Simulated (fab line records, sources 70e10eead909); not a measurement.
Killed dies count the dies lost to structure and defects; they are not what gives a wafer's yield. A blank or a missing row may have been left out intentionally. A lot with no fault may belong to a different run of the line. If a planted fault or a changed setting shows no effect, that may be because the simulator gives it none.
fab line records -- flow nandHarc
record: lots: 24, wafers: 72, lastDay: 33
route steps=1302 shown A_SLIT@940 A_WL_FILL@954 A_CONTACT@1014
lots untouched by any fault: they come from a run of this same line in which no faults occurred
startH: the number of hours between the record's first day and the start of the first shown wafer of the lot -- waitH: hours from the lot's prior step to this one -- " same as the row above -- L1.1+2: a single row standing in for several wafers -- - either no value or no given start -- * or withheld: withheld -- < > ~ a bound
route shown NAME@n: names a module that has steps shown in the file, with the first one's number in the route -- usual: average and standard deviation across the fault-free wafers -- same: alike in all rows -- chamber/n: place in a boat -- sites: each site's reading -- _std_site: standard deviation of those values -- _edge_site: inner sites' mean taken away from outer sites' mean -- radiusMm: how far each site lies from the wafer's centre -- mask NAME#n: copy n -- behind: the tool/chamber that last shaped the wafer -- hold: what put the lot on hold/how long, in hours/how the hold closed -- device: which transistor (n, p or np) failed to switch -- end of line: tests of these same wafers at the route's end -- for a step that has no rows: nothing shown but its recipe -- killed: at the first sort, the dies lost to defects and structure; wafer yield is something else -- map: per-die view of a wafer (x killed, . not killed, _ where there is no die)
set.NAME: setting as actually run; set.NAME@STEP: the setting as run at that earlier step -- model.NAME: the simulator's own value behind a step, which no gauge read
route steps across a sampled set of lots; one table per step, one row per wafer
services: a tool's chamber out of use, with start hour (startH, from the record's first day; less than 0 if before it), hours out, and reason
== steps ==
step: NHARC_A_SLIT_ETCH_26
recipe: biasV: 400, sourceW: 2000, pressureMtorr: 25, timeS: 90, arFlowSccm: 375, c4f8FlowSccm: 41.7, o2FlowSccm: 83.3, targetDepthA: 4000, chemistry: C4F8/O2/Ar
usual: drypumpMotorCurrentA: 5.85/0.19, showerheadPlenumPTorr: 3.71/0.12, throttleValvePct: 27.619/0.009
lot.wafer,tool,chamber,startH,waitH,drypumpMotorCurrentA,rfHoursCounterH,showerheadPlenumPTorr,throttleValvePct
L074.2,harEtch-02,0,436.10,2.4,5.65,23,3.65,27.604
L074.5,harEtch-02,1,436.10,2.4,6.04,-,3.94,27.605
L074.6,harEtch-02,0,436.10,2.4,5.67,-,3.65,27.594
L075.1,harEtch-02,1,465.78,3.0,6.01,42,3.93,27.617
L075.3,harEtch-02,0,465.78,3.0,5.68,-,3.64,27.610
L075.5,harEtch-02,1,465.78,3.0,6.02,-,3.93,27.625
L076.2,harEtch-01,0,466.34,3.0,6.08,263,3.68,27.625
L076.4,harEtch-01,0,466.34,3.0,6.07,-,3.68,27.638
L076.5,harEtch-01,0,466.34,3.0,6.07,-,3.68,27.632
L077.2,harEtch-02,1,469.66,3.0,6.00,46,3.93,27.630
L077.3,harEtch-02,0,469.66,3.0,5.67,-,3.64,27.627
L077.6,harEtch-02,1,469.66,3.0,6.00,-,3.93,27.622
L079.2,harEtch-02,0,493.56,3.0,5.65,57,3.64,27.629
L079.4,harEtch-02,0,493.56,3.0,5.65,-,3.64,27.622
L079.6,harEtch-02,1,493.56,3.0,6.02,-,3.92,27.612
L078.1,harEtch-01,1,494.74,6.0,5.68,282,3.67,27.615
L078.2,harEtch-01,1,494.74,6.0,5.67,-,3.67,27.629
L078.3,harEtch-01,1,494.74,6.0,5.65,-,3.67,27.616
L080.1,harEtch-02,0,510.73,3.0,5.63,69,3.63,27.621
L080.4,harEtch-02,1,510.73,3.0,6.04,-,3.92,27.617
L080.6,harEtch-02,0,510.73,3.0,5.64,-,3.63,27.624
L081.1,harEtch-01,0,524.54,3.1,6.05,286,3.67,27.611
L081.4,harEtch-01,1,524.54,3.1,5.68,-,3.66,27.600
L081.6,harEtch-01,1,524.54,3.1,5.66,-,3.66,27.621
L082.2,harEtch-02,0,526.40,2.5,5.67,80,3.62,27.608
L082.3,harEtch-02,0,526.40,2.5,5.67,-,3.62,27.629
L082.5,harEtch-02,1,526.40,2.5,6.03,-,3.91,27.614
L083.1,harEtch-01,1,537.89,3.0,5.70,309,3.66,27.609
L083.2,harEtch-01,0,537.89,3.0,6.06,294,3.66,27.633
L083.3,harEtch-01,0,537.89,3.0,6.05,-,3.66,27.619
L085.1,harEtch-01,1,556.02,3.0,5.68,320,3.65,27.612
L085.2,harEtch-01,0,556.02,3.0,6.08,305,3.66,27.632
L085.6,harEtch-01,1,556.02,3.0,5.69,-,3.65,27.620
L084.3,harEtch-02,1,556.18,1.8,6.03,-,3.90,27.621
L084.4,harEtch-02,0,556.18,1.8,5.66,-,3.61,27.643
L084.5,harEtch-02,1,556.18,1.8,5.98,-,3.90,27.618
L086.2,harEtch-01,1,561.36,3.1,5.69,324,3.65,27.612
L086.3,harEtch-01,1,561.36,3.1,5.71,-,3.65,27.623
L086.5,harEtch-01,0,561.36,3.1,6.03,-,3.66,27.609
L088.1,harEtch-02,0,592.37,2.5,5.65,115,3.60,27.619
L088.4,harEtch-02,1,592.37,2.5,6.04,-,3.89,27.620
L088.5,harEtch-02,1,592.37,2.5,6.01,-,3.89,27.621
L089.2,harEtch-01,1,593.29,3.0,5.67,339,3.64,27.623
L089.3,harEtch-01,0,593.29,3.0,6.07,-,3.65,27.614
L089.5,harEtch-01,0,593.29,3.0,6.05,-,3.65,27.619
L087.3,harEtch-02,0,596.27,1.9,5.66,-,3.60,27.616
L087.6,harEtch-02,0,596.27,1.9,5.66,-,3.60,27.621
L087.5,harEtch-02,1,596.27,1.9,6.02,-,3.89,27.623
L091.2,harEtch-02,1,605.03,3.0,6.03,122,3.89,27.634
L091.4,harEtch-02,1,605.03,3.0,5.99,-,3.89,27.614
L091.5,harEtch-02,0,605.03,3.0,5.65,-,3.60,27.612
L090.2,harEtch-01,0,605.11,3.0,6.08,332,3.64,27.627
L090.3,harEtch-01,0,605.11,3.0,6.09,-,3.64,27.614
L090.6,harEtch-01,0,605.11,3.0,6.09,-,3.64,27.625
L092.2,harEtch-01,0,635.18,3.0,6.07,351,3.63,27.612
L092.5,harEtch-01,0,635.18,3.0,6.09,-,3.63,27.631
L092.6,harEtch-01,1,635.18,3.0,5.68,-,3.62,27.634
L093.2,harEtch-02,1,640.54,3.0,6.03,145,3.87,27.613
L093.1,harEtch-02,0,640.54,3.0,5.65,145,3.59,27.613
L093.4,harEtch-02,1,640.54,3.0,6.03,-,3.87,27.593
L094.2,harEtch-02,0,651.71,2.5,5.64,149,3.59,27.622
L094.4,harEtch-02,0,651.71,2.5,5.65,-,3.59,27.614
L094.5,harEtch-02,1,651.71,2.5,6.04,-,3.87,27.633
L095.2,harEtch-01,0,652.03,3.0,6.07,363,3.63,27.612
L095.3,harEtch-01,1,652.03,3.0,5.69,-,3.62,27.609
L095.6,harEtch-01,0,652.03,3.0,6.03,-,3.63,27.623
L096.2,harEtch-02,0,671.20,2.4,5.65,160,3.58,27.608
L096.3,harEtch-02,1,671.20,2.4,6.01,-,3.86,27.625
L096.5,harEtch-02,1,671.20,2.4,6.03,-,3.87,27.621
L097.3,harEtch-01,0,683.35,1.3,6.12,-,3.62,27.625
L097.5,harEtch-01,1,683.35,1.3,5.68,-,3.61,27.622
L097.6,harEtch-01,0,683.35,1.3,6.07,-,3.62,27.614
step: NHARC_A_WL_FILL_ALD_02
recipe: targetThkA: 20, pulseTimeS: 3, aldCycles: 100, tempC: 450, material: TiN
usual: heaterPowerW: 1095/73, precursorPulseHeightRel: 1.000/0.018
lot.wafer,tool,chamber,startH,waitH,heaterPowerW,precursorPulseHeightRel
L074.2,aldMetal-04,2,444.90,0.2,1095,1.008
L074.6,aldMetal-04,1,444.90,0.2,1089,0.986
L074.5,aldMetal-04,2,444.90,0.2,1111,1.006
L075.1,aldMetal-02,2,474.49,0.2,1015,1.006
L075.3,aldMetal-02,3,474.49,0.2,1025,0.968
L075.5,aldMetal-02,3,474.49,0.2,1038,1.010
L076.4,aldMetal-01,0,474.54,0.1,988,0.973
L076.2,aldMetal-01,2,474.54,0.1,1230,0.971
L076.5,aldMetal-01,0,474.54,0.1,999,1.001
L077.3,aldMetal-02,1,478.64,0.1,1113,0.975
L077.2,aldMetal-02,2,478.64,0.1,1009,0.980
L077.6,aldMetal-02,2,478.64,0.1,1013,0.994
L079.4,aldMetal-04,1,502.30,0.1,1095,0.997
L079.2,aldMetal-04,3,502.30,0.1,1110,0.996
L079.6,aldMetal-04,0,502.30,0.1,1197,1.008
L078.3,aldMetal-01,3,502.47,0.2,1125,0.995
L078.2,aldMetal-01,0,502.47,0.2,980,0.978
L078.1,aldMetal-01,1,502.47,0.2,1087,1.025
L080.4,aldMetal-02,3,519.27,0.1,1052,1.008
L080.1,aldMetal-02,1,519.27,0.1,1123,1.008
L080.6,aldMetal-02,3,519.27,0.1,1040,0.994
L081.1,aldMetal-04,2,533.46,0.2,1070,1.014
L081.4,aldMetal-04,3,533.46,0.2,1126,0.999
L081.6,aldMetal-04,2,533.46,0.2,1064,0.990
L082.3,aldMetal-02,2,535.19,0.2,999,0.988
L082.2,aldMetal-02,0,535.19,0.2,1010,1.014
L082.5,aldMetal-02,2,535.19,0.2,996,1.009
L083.1,aldMetal-04,3,546.61,0.2,1114,0.983
L083.2,aldMetal-04,0,546.61,0.2,1225,0.992
L083.3,aldMetal-04,1,546.61,0.2,1139,0.984
L085.2,aldMetal-02,1,564.62,0.2,1107,0.979
L085.1,aldMetal-02,0,564.62,0.2,1045,1.014
L085.6,aldMetal-02,2,564.62,0.2,1008,1.003
L084.4,aldMetal-04,1,564.82,0.1,1111,0.974
L084.3,aldMetal-04,3,564.82,0.1,1154,1.006
L084.5,aldMetal-04,1,564.82,0.1,1145,1.004
L086.3,aldMetal-02,0,570.10,0.1,1028,1.021
L086.2,aldMetal-02,3,570.10,0.1,1051,1.025
L086.5,aldMetal-02,0,570.10,0.1,1018,0.986
L089.2,aldMetal-02,3,600.94,0.2,1065,1.020
L089.3,aldMetal-02,2,600.94,0.2,988,0.971
L089.5,aldMetal-02,3,600.94,0.2,1030,0.998
L088.4,aldMetal-01,2,601.11,0.1,1242,1.001
L088.1,aldMetal-01,0,601.11,0.1,1051,1.003
L088.5,aldMetal-01,2,601.11,0.1,1217,1.006
L087.3,aldMetal-04,3,604.86,0.2,1147,1.006
L087.5,aldMetal-04,1,604.86,0.2,1125,1.031
L087.6,aldMetal-04,2,604.86,0.2,1065,0.974
L090.2,aldMetal-04,0,613.67,0.2,1194,1.011
L090.3,aldMetal-04,2,613.67,0.2,1092,0.983
L090.6,aldMetal-04,1,613.67,0.2,1136,0.969
L091.2,aldMetal-01,0,613.93,0.3,1023,0.989
L091.5,aldMetal-01,1,613.93,0.3,1055,0.984
L091.4,aldMetal-01,0,613.93,0.3,1039,1.013
L092.2,aldMetal-04,2,643.88,0.2,1090,0.997
L092.6,aldMetal-04,1,643.88,0.2,1116,1.004
L092.5,aldMetal-04,2,643.88,0.2,1091,1.009
L093.2,aldMetal-02,0,649.19,0.2,968,1.024
L093.1,aldMetal-02,1,649.19,0.2,1119,1.004
L093.4,aldMetal-02,0,649.19,0.2,973,0.976
L094.2,aldMetal-01,3,660.64,0.2,1028,0.994
L094.4,aldMetal-01,0,660.64,0.2,1063,0.998
L094.5,aldMetal-01,3,660.64,0.2,1080,1.022
L095.2,aldMetal-02,1,660.76,0.2,1114,1.012
L095.3,aldMetal-02,3,660.76,0.2,1094,1.004
L095.6,aldMetal-02,0,660.76,0.2,994,1.029
L096.2,aldMetal-01,2,679.85,0.2,1239,0.982
L096.3,aldMetal-01,0,679.85,0.2,1014,1.009
L096.5,aldMetal-01,3,679.85,0.2,1036,0.986
L097.3,aldMetal-04,3,691.86,0.1,1154,0.998
L097.6,aldMetal-04,3,691.86,0.1,1144,0.989
L097.5,aldMetal-04,0,691.86,0.1,1147,0.992
step: NHARC_A_WL_FILL_INSPECT_15
usual: rawDefectCount: 474/140
lot.wafer,tool,chamber,startH,waitH,rawDefectCount
L074.2,defectInspect-01,-,461.23,0.0,392
L074.5,defectInspect-01,-,461.23,0.0,352
L074.6,defectInspect-01,-,461.23,0.0,400
L075.1,defectInspect-02,-,495.18,0.0,314
L075.3,defectInspect-02,-,495.18,0.0,228
L075.5,defectInspect-02,-,495.18,0.0,198
L076.2,defectInspect-01,-,495.18,0.0,603
L076.4,defectInspect-01,-,495.18,0.0,517
L076.5,defectInspect-01,-,495.18,0.0,522
L077.2,defectInspect-02,-,497.83,0.0,575
L077.3,defectInspect-02,-,497.83,0.0,763
L077.6,defectInspect-02,-,497.83,0.0,336
L078.1,defectInspect-01,-,520.46,0.0,259
L078.2,defectInspect-01,-,520.46,0.0,244
L078.3,defectInspect-01,-,520.46,0.0,266
L079.2,defectInspect-02,-,520.61,0.0,376
L079.4,defectInspect-02,-,520.61,0.0,396
L079.6,defectInspect-02,-,520.61,0.0,359
L080.1,defectInspect-01,-,540.80,0.0,488
L080.4,defectInspect-01,-,540.80,0.0,393
L080.6,defectInspect-01,-,540.80,0.0,389
L081.1,defectInspect-02,-,552.47,0.0,592
L081.4,defectInspect-02,-,552.47,0.0,670
L081.6,defectInspect-02,-,552.47,0.0,452
L082.2,defectInspect-02,-,555.01,0.0,535
L082.3,defectInspect-02,-,555.01,0.0,664
L082.5,defectInspect-02,-,555.01,0.0,425
L083.1,defectInspect-01,-,566.88,0.0,599
L083.2,defectInspect-01,-,566.88,0.0,423
L083.3,defectInspect-01,-,566.88,0.0,345
L086.2,defectInspect-01,-,586.37,0.0,418
L086.3,defectInspect-01,-,586.37,0.0,414
L086.5,defectInspect-01,-,586.37,0.0,493
L084.3,defectInspect-02,-,586.38,0.0,315
L084.4,defectInspect-02,-,586.38,0.0,333
L084.5,defectInspect-02,-,586.38,0.0,316
L085.1,defectInspect-02,-,586.52,0.0,426
L085.2,defectInspect-02,-,586.52,0.0,520
L085.6,defectInspect-02,-,586.52,0.0,384
L089.2,defectInspect-01,-,618.62,0.0,537
L089.3,defectInspect-01,-,618.62,0.0,441
L089.5,defectInspect-01,-,618.62,0.0,466
L088.1,defectInspect-02,-,618.75,0.0,402
L088.4,defectInspect-02,-,618.75,0.0,488
L088.5,defectInspect-02,-,618.75,0.0,407
L087.3,defectInspect-02,-,623.13,0.0,873
L087.5,defectInspect-02,-,623.13,0.0,749
L087.6,defectInspect-02,-,623.13,0.0,421
L091.2,defectInspect-01,-,631.96,0.0,378
L091.4,defectInspect-01,-,631.96,0.0,475
L091.5,defectInspect-01,-,631.96,0.0,592
L090.2,defectInspect-01,-,632.12,0.0,627
L090.3,defectInspect-01,-,632.12,0.0,833
L090.6,defectInspect-01,-,632.12,0.0,616
L093.1,defectInspect-02,-,664.66,0.0,545
L093.2,defectInspect-02,-,664.66,0.0,443
L093.4,defectInspect-02,-,664.66,0.0,391
L092.2,defectInspect-02,-,667.63,0.0,449
L092.5,defectInspect-02,-,667.63,0.0,679
L092.6,defectInspect-02,-,667.63,0.0,506
L095.2,defectInspect-01,-,680.31,0.0,502
L095.3,defectInspect-01,-,680.31,0.0,466
L095.6,defectInspect-01,-,680.31,0.0,667
L094.2,defectInspect-02,-,683.46,0.0,384
L094.4,defectInspect-02,-,683.46,0.0,266
L094.5,defectInspect-02,-,683.46,0.0,351
L096.2,defectInspect-02,-,700.17,0.0,499
L096.3,defectInspect-02,-,700.17,0.0,414
L096.5,defectInspect-02,-,700.17,0.0,374
L097.3,defectInspect-02,-,711.57,0.0,817
L097.5,defectInspect-02,-,711.57,0.0,602
L097.6,defectInspect-02,-,711.57,0.0,877
step: NHARC_A_CONTACT_ETCH_120
recipe: sourceW: withheld, pressureMtorr: 20, biasV: 3000, timeS: 190, targetDepthA: 18500, arFlowSccm: withheld, c4f8FlowSccm: withheld, o2FlowSccm: withheld, chemistry: C4F8/O2/Ar
lot.wafer,tool,chamber,startH,waitH,rfHoursCounterH
L074.2,harCapEtch-03,1,472.62,0.1,37
L074.5,harCapEtch-03,1,472.62,0.1,-
L074.6,harCapEtch-03,0,472.62,0.1,-
L076.2,harCapEtch-02,1,504.50,0.1,84
L076.4,harCapEtch-02,0,504.50,0.1,-
L076.5,harCapEtch-02,1,504.50,0.1,-
L075.1,harCapEtch-03,1,506.03,0.2,44
L075.3,harCapEtch-03,0,506.03,0.2,-
L075.5,harCapEtch-03,1,506.03,0.2,-
L077.2,harCapEtch-02,0,508.94,0.1,86
L077.3,harCapEtch-02,0,508.94,0.1,-
L077.6,harCapEtch-02,1,508.94,0.1,-
L079.2,harCapEtch-03,0,530.84,0.1,50
L079.4,harCapEtch-03,0,530.84,0.1,-
L079.6,harCapEtch-03,0,530.84,0.1,-
L078.1,harCapEtch-02,1,530.99,0.1,91
L078.2,harCapEtch-02,0,530.99,0.1,91
L078.3,harCapEtch-02,0,530.99,0.1,-
L080.1,harCapEtch-03,0,550.07,0.1,54
L080.4,harCapEtch-03,1,550.07,0.1,-
L080.6,harCapEtch-03,1,550.07,0.1,-
L081.1,harCapEtch-01,1,566.17,0.1,8
L081.4,harCapEtch-01,0,566.17,0.1,-
L081.6,harCapEtch-01,0,566.17,0.1,-
L082.2,harCapEtch-03,1,568.13,0.1,56
L082.3,harCapEtch-03,0,568.13,0.1,-
L082.5,harCapEtch-03,1,568.13,0.1,-
L083.2,harCapEtch-01,0,576.07,0.1,10
L083.1,harCapEtch-01,1,576.07,0.1,10
L083.3,harCapEtch-01,1,576.07,0.1,-
L086.2,harCapEtch-01,1,597.02,0.1,14
L086.3,harCapEtch-01,1,597.02,0.1,-
L086.5,harCapEtch-01,1,597.02,0.1,-
L084.3,harCapEtch-02,1,597.39,0.1,-
L084.4,harCapEtch-02,0,597.39,0.1,-
L084.5,harCapEtch-02,1,597.39,0.1,-
L085.1,harCapEtch-03,1,597.93,0.1,61
L085.2,harCapEtch-03,0,597.93,0.1,61
L085.6,harCapEtch-03,0,597.93,0.1,-
L089.2,harCapEtch-02,0,627.86,0.1,107
L089.3,harCapEtch-02,1,627.86,0.1,-
L089.5,harCapEtch-02,0,627.86,0.1,-
L088.1,harCapEtch-03,0,628.79,0.1,67
L088.4,harCapEtch-03,0,628.79,0.1,-
L088.5,harCapEtch-03,1,628.79,0.1,-
L087.3,harCapEtch-01,1,634.00,0.1,-
L087.6,harCapEtch-01,0,634.00,0.1,-
L087.5,harCapEtch-01,1,634.00,0.1,-
L091.2,harCapEtch-01,0,642.88,0.1,23
L091.4,harCapEtch-01,0,642.88,0.1,-
L091.5,harCapEtch-01,0,642.88,0.1,-
L090.2,harCapEtch-02,0,643.15,0.1,111
L090.3,harCapEtch-02,0,643.15,0.1,-
L090.6,harCapEtch-02,1,643.15,0.1,-
L093.2,harCapEtch-02,0,673.80,0.1,116
L093.1,harCapEtch-02,1,673.80,0.1,116
L093.4,harCapEtch-02,0,673.80,0.1,-
L092.2,harCapEtch-03,0,676.77,0.1,75
L092.5,harCapEtch-03,0,676.77,0.1,-
L092.6,harCapEtch-03,1,676.77,0.1,-
L095.2,harCapEtch-03,0,691.35,0.1,78
L095.3,harCapEtch-03,0,691.35,0.1,-
L095.6,harCapEtch-03,0,691.35,0.1,-
L094.2,harCapEtch-03,0,698.65,0.2,80
L094.4,harCapEtch-03,0,698.65,0.2,-
L094.5,harCapEtch-03,0,698.65,0.2,-
L096.2,harCapEtch-03,0,710.53,0.1,82
L096.3,harCapEtch-03,0,710.53,0.1,-
L096.5,harCapEtch-03,1,710.53,0.1,-
L097.3,harCapEtch-02,1,720.99,0.1,-
L097.5,harCapEtch-02,0,720.99,0.1,-
L097.6,harCapEtch-02,1,720.99,0.1,-
step: NHARC_A_CONTACT_ETCH_121
recipe: sourceW: withheld, pressureMtorr: 20, biasV: 3000, timeS: 190, targetDepthA: 18500, arFlowSccm: withheld, c4f8FlowSccm: withheld, o2FlowSccm: withheld, chemistry: C4F8/O2/Ar
lot.wafer,tool,chamber,startH,waitH,rfHoursCounterH
L074.2,harCapEtch-03,1,472.79,0.1,37
L074.5,harCapEtch-03,1,472.79,0.1,-
L074.6,harCapEtch-03,0,472.79,0.1,-
L076.2,harCapEtch-02,1,504.67,0.1,84
L076.4,harCapEtch-02,0,504.67,0.1,-
L076.5,harCapEtch-02,1,504.67,0.1,-
L075.1,harCapEtch-03,1,506.20,0.1,44
L075.3,harCapEtch-03,0,506.20,0.1,-
L075.5,harCapEtch-03,1,506.20,0.1,-
L077.2,harCapEtch-02,0,509.11,0.1,86
L077.3,harCapEtch-02,0,509.11,0.1,-
L077.6,harCapEtch-02,1,509.11,0.1,-
L079.2,harCapEtch-03,0,531.01,0.1,50
L079.4,harCapEtch-03,0,531.01,0.1,-
L079.6,harCapEtch-03,0,531.01,0.1,-
L078.1,harCapEtch-02,1,531.16,0.1,92
L078.2,harCapEtch-02,0,531.16,0.1,92
L078.3,harCapEtch-02,0,531.16,0.1,-
L080.1,harCapEtch-03,0,550.24,0.1,54
L080.4,harCapEtch-03,1,550.24,0.1,-
L080.6,harCapEtch-03,1,550.24,0.1,-
L081.1,harCapEtch-01,1,566.34,0.1,8
L081.4,harCapEtch-01,0,566.34,0.1,-
L081.6,harCapEtch-01,0,566.34,0.1,-
L082.2,harCapEtch-03,1,568.30,0.1,56
L082.3,harCapEtch-03,0,568.30,0.1,-
L082.5,harCapEtch-03,1,568.30,0.1,-
L083.2,harCapEtch-01,0,576.24,0.1,10
L083.1,harCapEtch-01,1,576.24,0.1,10
L083.3,harCapEtch-01,1,576.24,0.1,-
L086.2,harCapEtch-01,1,597.19,0.1,14
L086.3,harCapEtch-01,1,597.19,0.1,-
L086.5,harCapEtch-01,1,597.19,0.1,-
L084.3,harCapEtch-02,1,597.57,0.1,-
L084.4,harCapEtch-02,0,597.57,0.1,-
L084.5,harCapEtch-02,1,597.57,0.1,-
L085.1,harCapEtch-03,1,598.10,0.1,62
L085.2,harCapEtch-03,0,598.10,0.1,62
L085.6,harCapEtch-03,0,598.10,0.1,-
L089.2,harCapEtch-02,0,628.03,0.1,107
L089.3,harCapEtch-02,1,628.03,0.1,-
L089.5,harCapEtch-02,0,628.03,0.1,-
L088.1,harCapEtch-03,0,628.96,0.1,67
L088.4,harCapEtch-03,0,628.96,0.1,-
L088.5,harCapEtch-03,1,628.96,0.1,-
L087.3,harCapEtch-01,1,634.17,0.1,-
L087.6,harCapEtch-01,0,634.17,0.1,-
L087.5,harCapEtch-01,1,634.17,0.1,-
L091.2,harCapEtch-01,0,643.05,0.1,23
L091.4,harCapEtch-01,0,643.05,0.1,-
L091.5,harCapEtch-01,0,643.05,0.1,-
L090.2,harCapEtch-02,0,643.32,0.1,111
L090.3,harCapEtch-02,0,643.32,0.1,-
L090.6,harCapEtch-02,1,643.32,0.1,-
L093.2,harCapEtch-02,0,673.97,0.1,116
L093.1,harCapEtch-02,1,673.97,0.1,116
L093.4,harCapEtch-02,0,673.97,0.1,-
L092.2,harCapEtch-03,0,676.94,0.1,75
L092.5,harCapEtch-03,0,676.94,0.1,-
L092.6,harCapEtch-03,1,676.94,0.1,-
L095.2,harCapEtch-03,0,691.53,0.1,78
L095.3,harCapEtch-03,0,691.53,0.1,-
L095.6,harCapEtch-03,0,691.53,0.1,-
L094.2,harCapEtch-03,0,698.87,0.2,80
L094.4,harCapEtch-03,0,698.87,0.2,-
L094.5,harCapEtch-03,0,698.87,0.2,-
L096.2,harCapEtch-03,0,710.70,0.1,82
L096.3,harCapEtch-03,0,710.70,0.1,-
L096.5,harCapEtch-03,1,710.70,0.1,-
L097.3,harCapEtch-02,1,721.16,0.1,-
L097.5,harCapEtch-02,0,721.16,0.1,-
L097.6,harCapEtch-02,1,721.16,0.1,-
step: NHARC_A_CONTACT_DEP_58
recipe: targetThkA: 900, targetThkNm: 90, tempC: 400, pressureTorr: 3.5, flowSccm: 200, rfW: 350, material: SiON
usual: heaterPowerW: 731/68, showerheadVppV: 1149/56
lot.wafer,tool,chamber,startH,waitH,heaterPowerW,showerheadVppV
L074.2,pecvd-02,1,478.58,2.2,879,1078
L074.6,pecvd-02,2,478.58,2.2,716,1109
L074.5,pecvd-02,0,478.58,2.2,717,1231
L076.2,pecvd-03,2,510.46,2.2,726,1204
L076.4,pecvd-03,0,510.46,2.2,639,1117
L076.5,pecvd-03,1,510.46,2.2,773,1195
L075.1,pecvd-01,0,511.89,2.7,639,1177
L075.3,pecvd-01,2,511.89,2.7,817,1092
L075.5,pecvd-01,0,511.89,2.7,639,1171
L077.2,pecvd-03,2,514.84,2.2,789,1220
L077.3,pecvd-03,1,514.84,2.2,652,1176
L077.6,pecvd-03,0,514.84,2.2,656,1088
L079.2,pecvd-01,1,537.12,2.2,806,1169
L079.4,pecvd-01,1,537.12,2.2,670,1161
L079.6,pecvd-01,0,537.12,2.2,604,1181
L078.3,pecvd-03,1,537.78,1.6,742,1191
L078.2,pecvd-03,2,537.78,1.6,725,1204
L078.1,pecvd-03,0,537.78,1.6,667,1105
L080.1,pecvd-02,2,557.05,2.7,729,1138
L080.4,pecvd-02,2,557.05,2.7,721,1110
L080.6,pecvd-02,0,557.05,2.7,777,1228
L082.3,pecvd-03,0,574.22,1.7,586,1093
L082.2,pecvd-03,1,574.22,1.7,670,1185
L082.5,pecvd-03,1,574.22,1.7,701,1156
L081.1,pecvd-02,0,574.92,2.7,691,1211
L081.6,pecvd-02,2,574.92,2.7,650,1113
L081.4,pecvd-02,1,574.92,2.7,769,1061
L083.3,pecvd-03,2,581.96,1.6,810,1209
L083.1,pecvd-03,0,581.96,1.6,682,1091
L083.2,pecvd-03,1,581.96,1.6,749,1174
L086.3,pecvd-03,1,603.17,1.6,746,1174
L086.2,pecvd-03,2,603.17,1.6,803,1228
L086.5,pecvd-03,1,603.17,1.6,739,1173
L084.3,pecvd-02,1,604.09,1.6,833,1068
L084.5,pecvd-02,2,604.09,1.6,711,1134
L084.4,pecvd-02,0,604.09,1.6,748,1226
L085.1,pecvd-02,0,606.81,2.7,769,1219
L085.2,pecvd-02,2,606.81,2.7,700,1136
L085.6,pecvd-02,2,606.81,2.7,683,1129
L089.3,pecvd-02,0,633.82,1.6,679,1240
L089.2,pecvd-02,2,633.82,1.6,610,1112
L089.5,pecvd-02,0,633.82,1.6,679,1227
L088.1,pecvd-01,1,634.75,2.8,698,1153
L088.4,pecvd-01,1,634.75,2.8,718,1167
L088.5,pecvd-01,2,634.75,2.8,765,1074
L087.3,pecvd-01,0,639.87,1.7,657,1170
L087.6,pecvd-01,1,639.87,1.7,774,1156
L087.5,pecvd-01,0,639.87,1.7,658,1185
L091.2,pecvd-03,1,649.19,2.2,767,1169
L091.4,pecvd-03,1,649.19,2.2,750,1179
L091.5,pecvd-03,2,649.19,2.2,760,1198
L090.2,pecvd-01,1,649.32,2.2,770,1157
L090.3,pecvd-01,2,649.32,2.2,804,1049
L090.6,pecvd-01,1,649.32,2.2,778,1162
L093.1,pecvd-03,0,681.79,2.7,633,1090
L093.2,pecvd-03,1,681.79,2.7,716,1189
L093.4,pecvd-03,1,681.79,2.7,718,1192
L092.2,pecvd-02,2,682.90,2.2,699,1115
L092.5,pecvd-02,1,682.90,2.2,795,1062
L092.6,pecvd-02,2,682.90,2.2,723,1113
L095.2,pecvd-02,1,697.93,2.2,878,1067
L095.3,pecvd-02,2,697.93,2.2,743,1147
L095.6,pecvd-02,1,697.93,2.2,735,1069
L094.2,pecvd-03,0,706.11,2.2,686,1087
L094.5,pecvd-03,0,706.11,2.2,683,1085
L094.4,pecvd-03,2,706.11,2.2,771,1191
L096.2,pecvd-03,1,716.58,2.2,779,1178
L096.3,pecvd-03,2,716.58,2.2,834,1224
L096.5,pecvd-03,1,716.58,2.2,636,1178
L097.3,pecvd-02,1,730.47,1.7,832,1082
L097.6,pecvd-02,0,730.47,1.7,716,1232
L097.5,pecvd-02,1,730.47,1.7,838,1106
== services ==
tool,chamber,startH,hours,kind
harCapEtch-03,-,421.53,0.4,repair
harCapEtch-01,-,427.63,0.9,repair
aldMetal-02,-,432.00,10.0,pm
aldMetal-02,2,447.34,7.0,repair
aldMetal-04,-,474.00,10.0,pm
aldMetal-02,3,487.75,1.9,repair
harCapEtch-01,-,498.16,17.0,pm
pecvd-02,2,517.88,4.8,repair
pecvd-02,-,525.66,15.1,repair
aldMetal-02,0,535.66,24.4,repair
pecvd-03,-,547.30,13.0,pm
pecvd-02,-,589.33,13.0,pm
aldMetal-02,0,596.80,13.7,repair
harEtch-02,-,609.35,3.2,repair
aldMetal-02,-,610.00,10.0,pm
pecvd-03,0,618.30,3.5,repair
aldMetal-04,-,618.60,3.3,repair
aldMetal-04,-,652.00,10.0,pm
pecvd-03,0,666.50,4.5,repair
harCapEtch-03,-,687.65,0.8,repair
harEtch-01,-,696.58,2.0,repair
harEtch-02,-,702.96,5.1,repair
harCapEtch-02,-,714.99,1.2,repair
pecvd-03,-,728.50,13.0,pm
== key ==
fault none
